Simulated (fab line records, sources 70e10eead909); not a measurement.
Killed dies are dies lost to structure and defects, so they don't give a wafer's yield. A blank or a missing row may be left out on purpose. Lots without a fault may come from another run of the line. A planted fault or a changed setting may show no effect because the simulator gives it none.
Chamber matching | flow nand_harc | NHARC_THIN_TSV_DESCUM_35 on rie_diel-02: 4 sister chambers
The step chemistry O2, time 3 s. 16 wafers are shown with their chamber, then 8 later ones without.

WAFERS WITH THEIR CHAMBER
wafer  | chamber | drypump_motor_current_A (A) | showerhead_plenum_p_Torr (Torr) | rf_vpp_V (V)
L589.1 | 0       | 5.5                         | 1.89                            | 58.1
L589.3 | 3       | 5.8                         | 1.92                            | 57.4
L589.5 | 1       | 6.1                         | 1.97                            | 57.1
L592.3 | 3       | 5.9                         | 1.92                            | 57.7
L592.4 | 2       | 5.4                         | 1.89                            | 58.4
L592.6 | 2       | 5.4                         | 1.89                            | 57.2
L590.1 | 1       | 6.1                         | 1.97                            | 56.2
L590.3 | 3       | 5.9                         | 1.92                            | 58.4
L590.4 | 2       | 5.4                         | 1.89                            | 57.2
L596.2 | 2       | 5.4                         | 1.89                            | 58.1
L596.4 | 3       | 5.8                         | 1.92                            | 58.0
L596.5 | 2       | 5.4                         | 1.88                            | 58.7
L605.2 | 2       | 5.4                         | 1.88                            | 56.2
L605.4 | 0       | 5.5                         | 1.89                            | 58.4
L605.6 | 3       | 5.9                         | 1.92                            | 58.4
L610.2 | 3       | 5.9                         | 1.91                            | 58.7

SIGNATURES (means of the wafers above)
reading                  | chamber 0 | chamber 1 | chamber 2 | chamber 3 | scatter within a chamber
drypump_motor_current_A  | 5.500     | 6.100     | 5.400     | 5.867     | 0.0333
showerhead_plenum_p_Torr | 1.8900    | 1.9700    | 1.8867    | 1.9183    | 0.00425
rf_vpp_V                 | 58.250    | 56.650    | 57.633    | 58.100    | 0.708
Rule: a wafer's distance from a chamber is the root of the sum, over the readings, of the square of ((its reading less the chamber's mean) divided by the reading's scatter). The wafer belongs to the nearest chamber; if the next one is less than 2 further off, it can't be placed. The scatter: the root of (the sum of the squares of (reading less its chamber's mean) over the shown wafers, divided by (wafers less chambers)).

WAFERS WITHOUT THEIR CHAMBER
wafer  | drypump_motor_current_A (A) | showerhead_plenum_p_Torr (Torr) | rf_vpp_V (V)
L610.3 | 5.4                         | 1.88                            | 58.8
L610.4 | 6.1                         | 1.97                            | 58.0
L607.1 | 5.9                         | 1.91                            | 58.2
L607.3 | 5.4                         | 1.88                            | 59.0
L607.4 | 5.6                         | 1.89                            | 56.5
L608.1 | 5.4                         | 1.88                            | 56.8
L608.3 | 5.6                         | 1.89                            | 57.3
L608.5 | 6.1                         | 1.97                            | 58.8

WHICH CHAMBER EACH WENT THROUGH
wafer  | from the rows above     | in truth
L610.3 | can't be placed: 2 or 0 | 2
L610.4 | 1                       | 1
L607.1 | 3                       | 3
L607.3 | can't be placed: 2 or 0 | 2
L607.4 | 0                       | 0
L608.1 | 2                       | 2
L608.3 | 0                       | 0
L608.5 | 1                       | 1
Placed correctly: 6 of 8. Can't be placed from these rows: 2 (the true chamber is among the candidates in 2). Placed wrongly: 0.
